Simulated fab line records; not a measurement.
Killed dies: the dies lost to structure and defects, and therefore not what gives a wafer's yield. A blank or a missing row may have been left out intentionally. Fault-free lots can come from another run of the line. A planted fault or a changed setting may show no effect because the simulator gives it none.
Matching of chambers :: flow n5_finfet :: 4 sister chambers for N5_BEOL_M14_ETCH_67 on rie_diel-02
The step etches SiARC in CF4, target depth 143 nm, time 238.3 s. 4 wafers are shown with their chamber, then 8 later ones without.

== WAFERS, EACH WITH ITS CHAMBER ==
wafer: L082.2
chamber: 0
showerhead_plenum_p_Torr (Torr): 2.12

wafer: L082.5
chamber: 1
showerhead_plenum_p_Torr (Torr): 2.02

wafer: L086.2
chamber: 2
showerhead_plenum_p_Torr (Torr): 2.16

wafer: L089.1
chamber: 3
showerhead_plenum_p_Torr (Torr): 2.08

== WAFERS WHOSE CHAMBER IS MISSING ==
wafer: L089.5
showerhead_plenum_p_Torr (Torr): 2.15

wafer: L089.6
showerhead_plenum_p_Torr (Torr): 2.08

wafer: L094.3
showerhead_plenum_p_Torr (Torr): 2.08

wafer: L094.4
showerhead_plenum_p_Torr (Torr): 2.15

wafer: L094.6
showerhead_plenum_p_Torr (Torr): 2.02

wafer: L097.2
showerhead_plenum_p_Torr (Torr): 2.01

wafer: L097.3
showerhead_plenum_p_Torr (Torr): 2.15

wafer: L097.5
showerhead_plenum_p_Torr (Torr): 2.08

== WHICH CHAMBER EACH WENT THROUGH ==
wafer: L089.5
from the rows above: 2
in truth: 2

wafer: L089.6
from the rows above: 3
in truth: 3

wafer: L094.3
from the rows above: 3
in truth: 3

wafer: L094.4
from the rows above: 2
in truth: 2

wafer: L094.6
from the rows above: 1
in truth: 1

wafer: L097.2
from the rows above: 1
in truth: 1

wafer: L097.3
from the rows above: 2
in truth: 2

wafer: L097.5
from the rows above: 3
in truth: 3
8 of 8 placed correctly. Not placeable from these rows: 0. Placed wrongly: 0.
How it was worked out, from the rows above alone: a wafer's distance from a chamber is the root of the sum, over the readings, of the square of ((its reading less the chamber's mean) divided by the reading's scatter). If the next closest chamber is less than 2 further off than the closest, the wafer can't be placed; otherwise it belongs to the closest. Each chamber's mean is taken over the wafers shown for it. The scatter (one wafer shown for each chamber): square how far every hidden wafer sits from the nearest shown wafer, average those squares and take the square root.
